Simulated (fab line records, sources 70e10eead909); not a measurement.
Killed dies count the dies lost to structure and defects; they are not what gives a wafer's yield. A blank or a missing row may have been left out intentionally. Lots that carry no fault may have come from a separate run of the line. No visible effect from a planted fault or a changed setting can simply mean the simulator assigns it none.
fab line records	flow nand-harc
record lots=15	wafers=45	last-day=33
route steps=1302 shown A_CHANNEL_HOLE_D2@588
lots that met no fault: taken from a fault-free run of the same line
start-h: hours from the record's first day to the start of the lot's first wafer shown	wait-h: hours elapsed since this lot's preceding step	" identical to the entry in the row above	L1.1+2: a row that stands for several wafers	- no value present, or no start provided	* or withheld: withheld	< > ~ a bound
route shown NAME@n: names a module that has steps shown in the file, with the first one's number in the route	usual: the fault-free wafers' mean and standard deviation	same: alike in all rows	chamber/n: place in a boat	sites: per-site readings	_std_site: the values' standard deviation	_edge_site: outer sites' mean less inner sites'	radius-mm: how far each site lies from the wafer's centre	mask NAME#n: copy n	behind: the last tool/chamber to shape the wafer	hold: what put the lot on hold/how long, in hours/how the hold closed	device: the transistor (n, p or np) that didn't switch	end of line: the route-end tests of the same wafers	step lacking rows: just its recipe	killed: the dies lost at the first sort to structure and to defects; this is not the yield of the wafer	map: the dies of a wafer, with x for killed, . for not killed, _ for no die there
set.NAME: the setting as run; set.NAME@STEP: as run at that earlier step	model.NAME: the simulator's own value behind a step, which no gauge read
route steps across a sampled set of lots; one table per step, one row per wafer
services: from which hour (start-h, from the record's first day; less than 0 if before it) a tool's chamber was out of use, for how many hours, and why
## steps
# step NHARC_A_CHANNEL_HOLE_D2_ETCH_34
# recipe target-depth-a=1540	time-s=77	cf4-flow-sccm=100	chf3-flow-sccm=30	ar-flow-sccm=0	rf-w=500	bias-w=200	chemistry=CF4/CHF3
# usual bias-w=200.0/0.55	cf4-flow-sccm=100.0/0.32	drypump-motor-current-A=5.6/0.47	mfc-ar-sccm=0.0003/0.00092	oes-product-au=0.966/0.017	rf-vpp-V=370.0/2.3	showerhead-plenum-p-Torr=1.56/0.065	throttle-valve-pct=16.802/0.0097
lot.wafer	tool	chamber	start-h	wait-h	bias-w	cf4-flow-sccm	drypump-motor-current-A	mfc-ar-sccm	oes-product-au	rf-hours-counter-h	rf-vpp-V	showerhead-plenum-p-Torr	throttle-valve-pct
L929.4	rie-diel-04	0	-	-	199.5	100.2	5.1	0	0.985	7.6	373.6	1.63	16.794
L929.1	"	1	"	"	200.6	99.9	5.7	0	0.978	8.1	373.2	1.63	16.797
L929.6	"	3	"	"	199.9	99.9	5.8	0	0.946	-	372.1	1.62	16.800
L930.2	rie-diel-05	3	-	-	201.1	99.8	5.3	0	0.966	2.7	368.7	1.49	16.799
L930.1	"	0	"	"	199.1	99.7	6.3	0	0.975	2.4	372.1	1.60	16.807
L930.5	"	3	"	"	198.9	99.8	5.3	0	0.961	-	367.2	1.49	16.793
L931.2	rie-diel-05	2	-	-	200.4	99.8	5.7	0	0.956	3.5	367.2	1.47	16.808
L931.5	"	0	"	"	199.8	99.9	6.3	0	0.998	-	371.1	1.60	16.798
L931.6	"	1	"	"	199.8	100.5	5.1	0.0028	0.959	-	372.9	1.64	16.789
L936.4	rie-diel-08	1	-	-	200.3	99.8	6.3	0	0.968	9.8	371.6	1.59	16.810
L936.3	"	3	"	"	199.5	99.7	5.7	0	0.958	8.4	373.0	1.57	16.802
L936.2	"	0	"	"	200.7	100.1	5.5	0	0.979	7.8	366.1	1.47	16.792
L937.3	rie-diel-05	1	-	-	199.8	100.1	5.1	0.0028	0.981	6.5	372.9	1.63	16.808
L937.6	"	3	"	"	199.6	100.2	5.3	0	0.948	-	367.9	1.49	16.823
L937.5	"	0	"	"	200.7	99.7	6.4	0	0.975	-	371.0	1.60	16.795
L938.2	rie-diel-05	1	-	-	200.0	99.9	5.1	0.0028	0.985	6.9	372.5	1.63	16.792
L938.1	"	2	"	"	199.9	100.2	5.7	0	0.980	7.4	367.3	1.47	16.818
L938.4	"	3	"	"	200.7	100.6	5.3	0	0.946	7.5	367.8	1.49	16.797
L940.1	rie-diel-05	3	-	-	200.0	99.7	5.3	0	0.939	8.4	367.2	1.49	16.791
L940.3	"	0	"	"	200.8	99.9	6.3	0	0.994	7.2	370.9	1.60	16.802
L940.2	"	2	"	"	200.3	100.1	5.8	0	0.950	8.2	366.4	1.47	16.795
L944.3	rie-diel-08	0	-	-	199.1	100.6	5.5	0	0.959	2.6	368.2	1.47	16.799
L944.2	"	1	"	"	199.6	100.2	6.2	0	0.946	3.0	369.8	1.59	16.809
L944.4	"	2	"	"	199.4	100.0	4.6	0	0.940	3.6	368.2	1.51	16.806
L942.2	rie-diel-05	3	-	-	199.4	100.1	5.3	0	0.970	1.3	368.3	1.49	16.789
L942.1	"	0	"	"	200.2	100.0	6.4	0	0.974	1.6	373.7	1.60	16.793
L942.6	"	2	"	"	200.6	100.9	5.7	0	0.955	-	367.4	1.47	16.800
L945.2	rie-diel-05	2	-	-	200.0	99.9	5.7	0	0.966	2.2	367.8	1.47	16.780
L945.6	"	2	"	"	200.2	99.5	5.7	0	0.958	-	367.6	1.47	16.805
L945.5	"	3	"	"	199.9	100.1	5.3	0	0.967	-	367.8	1.49	16.809
L946.2	rie-diel-08	1	-	-	200.2	100.1	6.2	0	0.974	3.8	370.4	1.58	16.792
L946.4	"	2	"	"	199.5	100.1	4.6	0	0.965	4.5	367.0	1.51	16.794
L946.5	"	0	"	"	200.0	99.8	5.5	0	0.977	-	367.5	1.47	16.831
L948.4	rie-diel-04	0	-	-	200.3	100.1	5.1	0	0.990	8.6	371.6	1.63	16.805
L948.2	"	1	"	"	199.7	99.5	5.7	0	0.984	9.6	371.3	1.62	16.810
L948.6	"	0	"	"	199.9	100.6	5.1	0	0.982	-	371.8	1.63	16.817
L950.1	rie-diel-05	2	-	-	199.1	101.0	5.7	0	0.953	4.5	367.1	1.47	16.800
L950.2	"	0	"	"	199.9	99.8	6.4	0	0.958	4.4	372.1	1.60	16.792
L950.5	"	2	"	"	199.9	100.7	5.7	0	0.957	-	367.1	1.47	16.811
L951.3	rie-diel-08	1	-	-	200.2	99.6	6.2	0	0.979	6.3	371.3	1.58	16.784
L951.5	"	3	"	"	198.8	99.8	5.7	0	0.958	-	372.6	1.57	16.801
L951.6	"	0	"	"	200.1	100.2	5.5	0	0.974	-	366.4	1.47	16.780
L952.2	rie-diel-05	3	-	-	200.7	99.9	5.3	0	0.944	4.9	368.5	1.49	16.804
L952.3	"	0	"	"	200.0	100.2	6.3	0	0.948	5.3	371.6	1.60	16.796
L952.1	"	1	"	"	199.8	100.3	5.1	0.0028	0.956	4.9	372.0	1.63	16.802
# step NHARC_A_CHANNEL_HOLE_D2_ETCH_16
# recipe target-depth-a=31000	over-etch-frac=0.3	time-s=806	ion-energy-ev=150	o2-flow-sccm=400	cos-flow-sccm=20	ar-flow-sccm=0	rf-w=500	bias-w=300	chemistry=O2/COS
# usual bias-w=300.0/0.83	chamber-pressure-mTorr=19.999/0.019	drypump-motor-current-A=5.6/0.48	mfc-ar-sccm=0.0003/0.00088	oes-product-au=1.000/0.012	rf-vpp-V=313.7/2	showerhead-plenum-p-Torr=3.08/0.13	throttle-valve-pct=28.330/0.0088
lot.wafer	tool	chamber	start-h	wait-h	bias-w	chamber-pressure-mTorr	drypump-motor-current-A	mfc-ar-sccm	oes-product-au	rf-hours-counter-h	rf-vpp-V	showerhead-plenum-p-Torr	throttle-valve-pct
L929.1	rie-diel-04	0	-	-	299.7	19.984	5.1	0	0.994	7.7	314.1	3.24	28.340
L929.4	"	2	"	"	299.4	20.015	5.4	0	1.032	7.4	313.7	3.06	28.310
L929.6	"	0	"	"	300.6	19.964	5.1	0	1.004	-	316.9	3.24	28.334
L930.2	rie-diel-05	1	-	-	300.2	19.993	5.1	0.0028	0.991	3.0	316.9	3.24	28.325
L930.1	"	2	"	"	298.6	19.974	5.8	0	0.999	2.8	312.9	2.92	28.335
L930.5	"	0	"	"	301.3	20.023	6.3	0	0.999	-	315.9	3.18	28.336
L931.2	rie-diel-05	3	-	-	300.0	20.037	5.3	0	0.987	3.7	312.9	2.96	28.331
L931.6	"	3	"	"	301.7	20.003	5.3	0	0.979	-	312.7	2.96	28.339
L931.5	"	0	"	"	299.8	19.965	6.3	0	1.004	-	314.8	3.18	28.329
L936.3	rie-diel-08	2	-	-	300.3	19.953	4.6	0	1.021	8.2	312.1	2.99	28.322
L936.2	"	3	"	"	299.3	19.981	5.7	0	0.993	8.5	314.0	3.11	28.328
L936.4	"	1	"	"	299.4	19.971	6.2	0	0.998	9.9	315.4	3.15	28.330
L937.3	rie-diel-05	2	-	-	300.9	19.988	5.7	0	1.006	6.9	313.6	2.92	28.333
L937.5	"	2	"	"	300.9	19.979	5.7	0	0.997	-	310.1	2.91	28.323
L937.6	"	3	"	"	299.6	19.977	5.3	0	0.992	-	314.1	2.96	28.349
L938.2	rie-diel-05	2	-	-	299.6	20.015	5.7	0	1.003	7.5	311.1	2.92	28.327
L938.4	"	3	"	"	299.5	19.979	5.3	0	0.984	7.6	312.2	2.96	28.329
L938.1	"	0	"	"	301.1	19.990	6.4	0	1.015	6.6	316.1	3.18	28.322
L940.1	rie-diel-05	0	-	-	298.7	20.034	6.3	0	1.018	7.4	315.2	3.18	28.312
L940.2	"	1	"	"	301.4	20.033	5.1	0.0028	1.001	7.8	314.6	3.24	28.330
L940.3	"	2	"	"	299.3	20.016	5.7	0	0.995	8.3	313.4	2.91	28.335
L944.3	rie-diel-08	3	-	-	300.0	20.016	5.7	0	0.996	3.1	314.3	3.11	28.347
L944.4	"	0	"	"	300.4	19.982	5.5	0	1.002	2.7	309.9	2.91	28.326
L944.2	"	1	"	"	300.3	19.990	6.2	0	0.998	3.2	316.2	3.14	28.321
L942.2	rie-diel-05	2	-	-	300.3	19.999	5.7	0	0.991	1.6	310.7	2.91	28.331
L942.1	"	3	"	"	300.9	20.015	5.3	0	0.996	1.4	311.5	2.95	28.336
L942.6	"	2	"	"	299.6	19.998	5.7	0	0.988	-	309.7	2.91	28.325
L945.2	rie-diel-05	0	-	-	300.8	20.013	6.4	0	0.985	2.2	315.0	3.18	28.322
L945.5	"	0	"	"	300.5	20.018	6.4	0	1.001	-	315.6	3.18	28.327
L945.6	"	2	"	"	299.3	19.985	5.8	0	0.987	-	311.4	2.91	28.323
L946.4	rie-diel-08	1	-	-	297.6	19.989	6.3	0	1.017	3.9	313.5	3.14	28.337
L946.2	"	0	"	"	299.0	20.009	5.5	0	0.996	3.9	311.8	2.91	28.320
L946.5	"	2	"	"	301.3	20.022	4.6	0	1.006	-	313.0	2.99	28.335
L948.2	rie-diel-04	3	-	-	300.1	20.013	5.8	0	1.012	8.1	316.3	3.22	28.333
L948.4	"	0	"	"	300.8	19.993	5.1	0	1.017	8.8	315.6	3.23	28.335
L948.6	"	2	"	"	299.5	20.002	5.4	0	1.010	-	313.9	3.06	28.338
L950.1	rie-diel-05	3	-	-	300.1	19.988	5.3	0	0.999	4.2	312.3	2.95	28.333
L950.2	"	1	"	"	300.6	19.998	5.1	0.0028	1.007	4.2	316.4	3.24	28.322
L950.5	"	0	"	"	300.4	20.024	6.4	0	0.985	-	314.8	3.18	28.320
L951.3	rie-diel-08	0	-	-	299.8	20.047	5.5	0	1.007	5.9	309.7	2.91	28.334
L951.5	"	3	"	"	299.3	20.012	5.7	0	0.997	-	313.5	3.11	28.324
L951.6	"	0	"	"	299.7	20.000	5.5	0	1.010	-	311.1	2.91	28.329
L952.2	rie-diel-05	1	-	-	301.1	20.002	5.1	0.0028	1.001	5.0	315.6	3.24	28.323
L952.3	"	2	"	"	298.6	19.968	5.8	0	1.008	5.3	310.6	2.91	28.333
L952.1	"	3	"	"	301.3	19.983	5.4	0	1.010	5.0	312.5	2.95	28.342
# step NHARC_A_CHANNEL_HOLE_D2_ETCH_21
# recipe bias-v=3000	source-w=withheld	pressure-mtorr=20	time-s=514.3	ar-flow-sccm=375	c4f8-flow-sccm=89.3	o2-flow-sccm=35.7	temp-c=-20	target-depth-a=16000	chemistry=C4F8/O2/Ar
# usual c4f8-flow-sccm=89.25/0.27	chamber-pressure-mTorr=19.998/0.019	drypump-motor-current-A=5.76/0.22	mfc-ar-sccm=375.0/1.2	showerhead-plenum-p-Torr=3.67/0.18	temp-c=-20.00/0.12	throttle-valve-pct=32.155/0.009
lot.wafer	tool	chamber	start-h	wait-h	c4f8-flow-sccm	chamber-pressure-mTorr	drypump-motor-current-A	mfc-ar-sccm	rf-hours-counter-h	showerhead-plenum-p-Torr	temp-c	throttle-valve-pct
L929.1	har-etch-01	1	297.53	0.3	89.17	19.990	5.70	375.7	157	3.55	-20.11	32.161
L929.4	"	1	"	"	89.09	19.984	5.69	375.5	-	3.55	-20.05	32.162
L929.6	"	0	"	"	88.71	20.005	5.62	376.6	-	3.69	-20.08	32.160
L930.2	har-etch-02	1	297.91	0.3	88.77	19.959	6.14	374.3	344	3.45	-19.82	32.145
L930.1	"	0	"	"	89.20	19.991	5.58	373.8	359	3.47	-19.86	32.162
L930.5	"	0	"	"	89.42	20.001	5.60	372.9	-	3.47	-19.94	32.152
L931.2	har-etch-01	0	319.53	0.3	89.01	19.997	5.63	375.6	168	3.69	-20.24	32.158
L931.5	"	0	"	"	88.86	20.005	5.61	374.8	-	3.69	-20.13	32.169
L931.6	"	1	"	"	89.56	20.003	5.72	374.5	-	3.54	-19.98	32.156
L936.2	har-etch-02	0	373.52	0.3	-	-	-	-	-	-	-	-
L936.4	"	1	"	"	-	-	-	-	-	-	-	-
L936.3	"	0	"	"	-	-	-	-	-	-	-	-
L937.3	har-etch-01	1	383.14	0.3	-	-	-	-	-	-	-	-
L937.5	"	1	"	"	-	-	-	-	-	-	-	-
L937.6	"	0	"	"	-	-	-	-	-	-	-	-
L938.1	har-etch-01	0	390.98	0.3	-	-	-	-	-	-	-	-
L938.2	"	1	"	"	-	-	-	-	-	-	-	-
L938.4	"	1	"	"	-	-	-	-	-	-	-	-
L940.1	har-etch-02	1	406.77	0.3	89.28	19.987	6.13	374.6	12	3.93	-20.16	32.150
L940.2	"	0	"	"	89.32	20.010	5.59	373.1	12	3.93	-20.11	32.155
L940.3	"	1	"	"	89.42	19.986	6.15	374.8	-	3.93	-20.04	32.144
L944.2	har-etch-01	0	438.79	0.3	89.30	20.007	5.62	375.5	241	3.65	-19.91	32.150
L944.4	"	1	"	"	89.62	20.014	5.69	377.7	-	3.50	-19.80	32.153
L944.3	"	0	"	"	89.30	19.962	5.63	374.9	-	3.65	-19.91	32.156
L942.1	har-etch-01	0	450.07	0.3	88.68	19.994	5.61	375.1	245	3.65	-19.79	32.160
L942.2	"	1	"	"	89.13	20.026	5.71	377.3	245	3.50	-20.09	32.162
L942.6	"	1	"	"	89.28	19.966	5.70	376.6	-	3.50	-19.98	32.163
L945.2	har-etch-02	1	458.77	0.3	89.28	20.015	6.15	374.2	43	3.91	-19.79	32.141
L945.5	"	0	"	"	89.01	19.979	5.59	374.4	-	3.91	-20.08	32.143
L945.6	"	1	"	"	89.03	19.993	6.13	372.7	-	3.91	-20.05	32.172
L946.2	har-etch-02	0	463.89	0.3	88.61	19.996	5.57	374.9	46	3.91	-20.14	32.153
L946.4	"	0	"	"	88.82	20.003	5.58	374.4	-	3.91	-20.20	32.159
L946.5	"	1	"	"	89.26	19.993	6.18	375.8	-	3.91	-20.02	32.155
L948.2	har-etch-01	0	498.13	0.3	89.49	20.009	5.62	376.4	268	3.63	-20.11	32.152
L948.4	"	1	"	"	89.26	19.965	5.71	374.9	-	3.49	-19.87	32.144
L948.6	"	0	"	"	89.39	19.959	5.62	374.6	-	3.63	-19.95	32.172
L950.2	har-etch-02	1	504.79	0.3	89.31	20.003	6.11	373.6	69	3.89	-20.03	32.140
L950.1	"	0	"	"	89.12	19.985	5.57	377.6	69	3.89	-19.75	32.154
L950.5	"	1	"	"	89.63	20.005	6.14	375.7	-	3.89	-19.87	32.164
L951.3	har-etch-02	1	520.67	0.3	89.24	20.021	6.14	373.6	-	3.89	-20.08	32.157
L951.6	"	0	"	"	89.55	19.973	5.58	375.4	-	3.89	-19.80	32.148
L951.5	"	1	"	"	89.30	20.019	6.16	374.6	-	3.89	-20.35	32.161
L952.2	har-etch-01	1	521.11	0.3	89.01	20.018	5.70	373.6	287	3.48	-20.16	32.161
L952.1	"	0	"	"	88.96	20.012	5.63	376.7	287	3.62	-19.93	32.164
L952.3	"	0	"	"	89.11	20.016	5.63	375.1	-	3.62	-19.90	32.153
# step NHARC_A_CHANNEL_HOLE_D2_ETCH_44
# recipe target-depth-a=1400	overetch-a=140	time-s=77	ion-energy-ev=100	cf4-flow-sccm=80	o2-flow-sccm=20	ar-flow-sccm=0	rf-w=300	bias-w=100	chemistry=CF4/O2
# usual bias-w=100.0/0.31	cf4-flow-sccm=79.97/0.24	drypump-motor-current-A=5.5/0.49	mfc-ar-sccm=0.0003/0.00092	oes_o_777_au=1.000/0.0049	oes-product-au=1.000/0.011	rf-vpp-V=197.5/1.3	showerhead-plenum-p-Torr=1.32/0.055	throttle-valve-pct=13.397/0.0086
lot.wafer	tool	chamber	start-h	wait-h	bias-w	cf4-flow-sccm	drypump-motor-current-A	mfc-ar-sccm	oes_o_777_au	oes-product-au	rf-hours-counter-h	rf-vpp-V	showerhead-plenum-p-Torr	throttle-valve-pct
L929.4	rie-diel-05	0	301.84	0.1	100.1	79.93	6.4	0	1.003	0.993	2.9	199.0	1.36	13.398
L929.1	"	2	"	"	100.1	79.65	5.7	0	1.006	0.987	2.9	195.0	1.25	13.405
L929.6	"	0	"	"	100.5	79.67	6.3	0	1.007	0.996	-	198.3	1.36	13.399
L930.1	rie-diel-08	2	302.21	0.1	99.6	80.07	4.6	0	0.993	1.009	4.8	195.9	1.28	13.400
L930.2	"	3	"	"	100.0	79.62	5.7	0	1.007	0.991	5.5	197.9	1.33	13.394
L930.5	"	3	"	"	99.5	79.77	5.7	0	0.989	0.991	-	197.8	1.33	13.407
L931.2	rie-diel-05	2	323.86	0.1	100.3	79.80	5.7	0	0.995	1.001	4.1	196.0	1.24	13.391
L931.5	"	3	"	"	99.1	80.12	5.3	0	1.002	0.988	-	195.7	1.26	13.408
L931.6	"	0	"	"	99.8	79.79	6.4	0	1.009	1.014	-	198.2	1.36	13.390
L936.2	rie-diel-08	2	377.76	0.1	99.9	80.04	4.6	0	0.992	1.001	0.0	195.6	1.28	13.412
L936.3	"	0	"	"	99.7	80.08	5.5	0	0.998	0.999	0.0	197.4	1.24	13.401
L936.4	"	1	"	"	100.0	80.11	6.2	0	1.001	1.005	0.0	198.3	1.35	13.400
L937.3	rie-diel-04	1	387.33	0.1	99.9	79.79	5.8	0	1.007	1.000	1.8	197.5	1.38	13.388
L937.6	"	2	"	"	100.0	79.83	5.5	0	0.998	1.017	-	197.3	1.31	13.396
L937.5	"	3	"	"	100.4	79.79	5.8	0	0.999	0.988	-	199.4	1.38	13.395
L938.1	rie-diel-05	3	395.27	0.1	99.8	80.01	5.3	0	0.998	0.988	8.1	196.4	1.26	13.398
L938.4	"	0	"	"	100.1	79.84	6.3	0	1.002	1.008	6.8	198.9	1.36	13.386
L938.2	"	2	"	"	99.9	80.32	5.7	0	1.008	0.994	8.0	195.7	1.24	13.390
L940.3	rie-diel-04	2	411.07	0.1	100.0	80.00	5.4	0	1.002	1.010	3.7	197.0	1.31	13.383
L940.1	"	3	"	"	100.3	80.18	5.8	0	0.998	1.003	3.0	198.0	1.38	13.399
L940.2	"	0	"	"	100.2	79.76	5.1	0	1.001	1.020	2.9	198.4	1.39	13.395
L944.2	rie-diel-04	3	443.01	0.1	99.9	80.08	5.8	0	0.993	1.010	4.5	197.8	1.38	13.401
L944.4	"	0	"	"	99.9	79.56	5.1	0	0.999	1.023	4.9	199.2	1.38	13.411
L944.3	"	1	"	"	100.0	80.19	5.7	0	1.002	1.004	6.1	197.9	1.38	13.412
L942.2	rie-diel-08	0	454.38	0.1	100.1	80.02	5.5	0	0.995	0.992	3.3	195.7	1.24	13.388
L942.1	"	1	"	"	99.5	79.54	6.2	0	1.000	1.002	3.5	196.5	1.34	13.400
L942.6	"	2	"	"	100.3	80.18	4.6	0	0.993	0.998	-	196.8	1.28	13.384
L945.2	rie-diel-05	0	463.00	0.1	99.8	80.01	6.3	0	0.994	0.982	2.7	198.9	1.36	13.404
L945.5	"	1	"	"	99.6	79.45	5.1	0.0028	1.000	0.994	-	198.8	1.39	13.393
L945.6	"	2	"	"	100.0	80.25	5.7	0	0.999	0.987	-	196.5	1.24	13.385
L946.4	rie-diel-05	2	468.20	0.1	99.9	79.92	5.7	0	0.993	0.989	2.9	195.9	1.24	13.398
L946.2	"	3	"	"	99.9	79.85	5.3	0	0.999	0.996	2.5	195.9	1.26	13.383
L946.5	"	1	"	"	99.9	79.87	5.1	0.0028	1.003	0.994	-	198.0	1.39	13.380
L948.2	rie-diel-08	3	502.41	0.1	99.7	80.04	5.7	0	0.996	0.989	5.9	197.4	1.33	13.392
L948.6	"	2	"	"	100.3	79.48	4.6	0	1.007	1.011	-	198.2	1.28	13.402
L948.4	"	3	"	"	100.1	80.20	5.7	0	0.995	0.989	-	197.6	1.33	13.403
L950.2	rie-diel-05	2	509.09	0.1	100.1	80.41	5.7	0	0.995	1.000	4.8	195.8	1.24	13.387
L950.1	"	3	"	"	100.0	80.35	5.3	0	0.996	1.006	4.6	194.1	1.26	13.406
L950.5	"	1	"	"	100.2	79.61	5.1	0.0028	1.006	1.005	-	198.9	1.39	13.379
L951.3	rie-diel-05	1	524.74	0.1	99.4	80.05	5.1	0.0028	1.006	1.000	5.3	199.4	1.39	13.386
L951.6	"	0	"	"	99.9	79.89	6.4	0	1.000	0.995	-	197.6	1.36	13.399
L951.5	"	1	"	"	99.3	79.81	5.1	0.0028	0.995	1.005	-	198.1	1.39	13.398
L952.2	rie-diel-04	2	525.41	0.1	99.7	80.07	5.4	0	0.992	1.019	8.8	196.6	1.31	13.395
L952.3	"	3	"	"	99.6	79.78	5.8	0	0.995	1.012	8.8	198.6	1.38	13.421
L952.1	"	0	"	"	100.2	80.11	5.1	0	0.995	1.008	9.6	199.4	1.38	13.401
# step NHARC_A_CHANNEL_HOLE_D2_CD_MEAS_31
# usual cd-nm=90.1/1.6
lot.wafer	tool	chamber	start-h	wait-h	cd-nm
L929.1	cd-sem-03	-	302.62	-	87.1
L929.4	"	-	"	"	88.4
L929.6	"	-	"	"	87.6
L930.1	cd-sem-02	-	303.01	-	90.4
L930.2	"	-	"	"	89.6
L930.5	"	-	"	"	90.2
L931.2	cd-sem-01	-	324.64	-	87.3
L931.5	"	-	"	"	91.7
L931.6	"	-	"	"	88.2
L936.2	cd-sem-03	-	378.60	0.1	-0.2
L936.3	"	-	"	"	-1.1
L936.4	"	-	"	"	-0.6
L937.3	cd-sem-03	-	388.15	0.1	0.3
L937.5	"	-	"	"	0.4
L937.6	"	-	"	"	0.6
L938.1	cd-sem-02	-	396.07	-	0.5
L938.2	"	-	"	"	-0.1
L938.4	"	-	"	"	0.9
L940.1	cd-sem-03	-	411.86	-	90.1
L940.2	"	-	"	"	92.1
L940.3	"	-	"	"	89.2
L944.2	cd-sem-02	-	443.84	0.1	88.1
L944.3	"	-	"	"	92.1
L944.4	"	-	"	"	90.9
L942.1	cd-sem-02	-	455.17	-	89.6
L942.2	"	-	"	"	92.2
L942.6	"	-	"	"	88.6
L945.2	cd-sem-01	-	463.81	0.1	90.3
L945.5	"	-	"	"	88.4
L945.6	"	-	"	"	87.6
L946.2	cd-sem-02	-	469.01	0.1	91.9
L946.4	"	-	"	"	88.2
L946.5	"	-	"	"	88.8
L948.2	cd-sem-01	-	503.31	-	89.0
L948.4	"	-	"	"	91.2
L948.6	"	-	"	"	87.4
L950.1	cd-sem-02	-	509.88	-	91.5
L950.2	"	-	"	"	89.6
L950.5	"	-	"	"	89.5
L951.3	cd-sem-02	-	525.54	-	89.5
L951.5	"	-	"	"	90.3
L951.6	"	-	"	"	90.1
L952.1	cd-sem-02	-	526.23	0.1	92.5
L952.2	"	-	"	"	93.0
L952.3	"	-	"	"	91.0
# step NHARC_A_CHANNEL_HOLE_D2_XSEM_32
# recipe landing-energy-ev=35000
# usual bot-cd-nm=74.8/1.7	bow-nm=8.63/0.24	tilt-deg=0.07/0.041
lot.wafer	tool	chamber	start-h	wait-h	bot-cd-nm	bow-nm	tilt-deg
L929.1	xsem-01	0	302.71	0.1	72.0	8.60	0.08
L929.4	"	0	"	"	73.8	8.58	0.08
L929.6	"	0	"	"	72.8	8.53	0.08
L930.1	xsem-02	0	303.10	0.1	75.6	8.09	0.10
L930.2	"	0	"	"	74.3	8.21	0.10
L930.5	"	0	"	"	76.2	8.20	0.10
L931.2	xsem-02	0	324.73	0.1	72.3	8.75	0.04
L931.5	"	0	"	"	76.9	8.80	0.04
L931.6	"	0	"	"	73.6	8.80	0.04
L936.2	xsem-02	0	378.70	0.1	0.0	0.12	0.05
L936.3	"	0	"	"	0.0	0.12	0.05
L936.4	"	0	"	"	0.0	0.12	0.05
L937.3	xsem-01	0	388.24	0.1	0.3	0.25	0.08
L937.5	"	0	"	"	0.8	0.25	0.08
L937.6	"	0	"	"	0.8	0.25	0.08
L938.1	xsem-02	0	396.16	0.1	1.1	0.77	0.05
L938.2	"	0	"	"	0.6	0.77	0.05
L938.4	"	0	"	"	1.4	0.77	0.05
L940.1	xsem-01	0	411.94	0.1	74.4	8.98	0.06
L940.2	"	0	"	"	76.3	8.98	0.06
L940.3	"	0	"	"	74.2	8.92	0.06
L944.2	xsem-02	0	443.93	0.1	72.4	8.42	0.17
L944.3	"	0	"	"	77.2	8.50	0.17
L944.4	"	0	"	"	76.1	8.42	0.17
L942.1	xsem-02	0	455.26	0.1	72.8	8.73	0.11
L942.2	"	0	"	"	76.4	8.73	0.11
L942.6	"	0	"	"	72.1	8.68	0.11
L945.2	xsem-02	0	463.90	0.1	75.2	8.76	0.06
L945.5	"	0	"	"	73.9	8.74	0.06
L945.6	"	0	"	"	73.3	8.85	0.06
L946.2	xsem-01	0	469.09	0.1	75.8	8.44	0.08
L946.4	"	0	"	"	71.5	8.44	0.09
L946.5	"	0	"	"	72.3	8.37	0.08
L948.2	xsem-01	0	503.40	0.1	73.4	8.93	0.06
L948.4	"	0	"	"	75.5	8.94	0.06
L948.6	"	0	"	"	71.7	9.03	0.06
L950.1	xsem-01	0	509.97	0.1	75.8	8.97	0.02
L950.2	"	0	"	"	73.9	8.87	0.02
L950.5	"	0	"	"	72.9	8.96	0.02
L951.3	xsem-01	0	525.63	0.1	75.0	8.66	-0.02
L951.5	"	0	"	"	75.0	8.68	-0.02
L951.6	"	0	"	"	75.1	8.67	-0.02
L952.1	xsem-02	0	526.32	0.1	77.2	8.43	0.10
L952.2	"	0	"	"	77.8	8.46	0.10
L952.3	"	0	"	"	75.6	8.45	0.10
## services
tool	chamber	start-h	hours	kind
rie-diel-05	0	287.60	-	clean
rie-diel-05	1	287.60	-	clean
rie-diel-05	2	287.60	-	clean
rie-diel-05	3	287.60	-	clean
rie-diel-05	0	312.10	-	clean
rie-diel-05	1	312.10	-	clean
rie-diel-05	2	312.10	-	clean
rie-diel-05	3	312.10	-	clean
rie-diel-04	0	336.39	14.7	repair
rie-diel-05	0	336.60	-	clean
rie-diel-04	-	354.90	9.0	pm
rie-diel-08	-	367.80	9.0	pm
xsem-01	-	374.00	14.0	pm
har-etch-02	-	377.20	17.0	pm
rie-diel-04	3	379.59	5.4	repair
rie-diel-05	0	390.08	1.4	repair
rie-diel-05	-	406.60	9.0	pm
rie-diel-08	1	417.09	4.9	repair
rie-diel-08	3	444.92	5.5	repair
rie-diel-05	1	452.72	7.0	repair
rie-diel-04	0	457.81	2.3	repair
rie-diel-04	2	458.39	10.3	repair
rie-diel-05	-	459.23	1.0	repair
rie-diel-08	0	499.81	4.1	repair
## key
first-sign step=NHARC_A_CHANNEL_HOLE_D2_ETCH_21	reading=tool-record	direction=missing
effect step=NHARC_A_CHANNEL_HOLE_D2_CD_MEAS_31	reading=cd-nm	direction=down	sigmas=56	usual=90.1	struck=0.1
effect step=NHARC_A_CHANNEL_HOLE_D2_XSEM_32	reading=bot-cd-nm	direction=down	sigmas=43	usual=74.8	struck=0.6
met-at NHARC_A_CHANNEL_HOLE_D2_ETCH_21
struck-lots L936,L937,L938
later-rows-left-out L936.2,L936.3,L936.4,L937.3,L937.5,L937.6,L938.1,L938.2,L938.4
sort-left-out L936.2,L936.3,L936.4,L937.3,L937.5,L937.6,L938.1,L938.2,L938.4
tester-left-out L936,L937,L938
not-acting-at NHARC_A_CHANNEL_HOLE_D2_ETCH_34,NHARC_A_CHANNEL_HOLE_D2_ETCH_16,NHARC_A_CHANNEL_HOLE_D2_ETCH_44
onset-between 319.53 373.52
fault kind=skipped-step-whole	tool=har-etch-01,har-etch-02	chamber=-	onset-h=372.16	steps=NHARC_A_CHANNEL_HOLE_D2_ETCH_21	scope=struck-lots-only
# tester-left-out: of these lots the tester's yield and bins aren't shown, on N5 and GAA mostly nor the transistor test; their killed dies are dies lost to structure and defects alone, not to doping, threshold or leakage, so they don't give the yield
# sort-left-out: the simulated sort isn't trusted on such a fault, so these wafers' sort isn't shown, and their yield isn't known
# later-rows-left-out: the simulator's readings of these wafers behind a module that went badly wrong aren't trusted and aren't shown, but for the sort
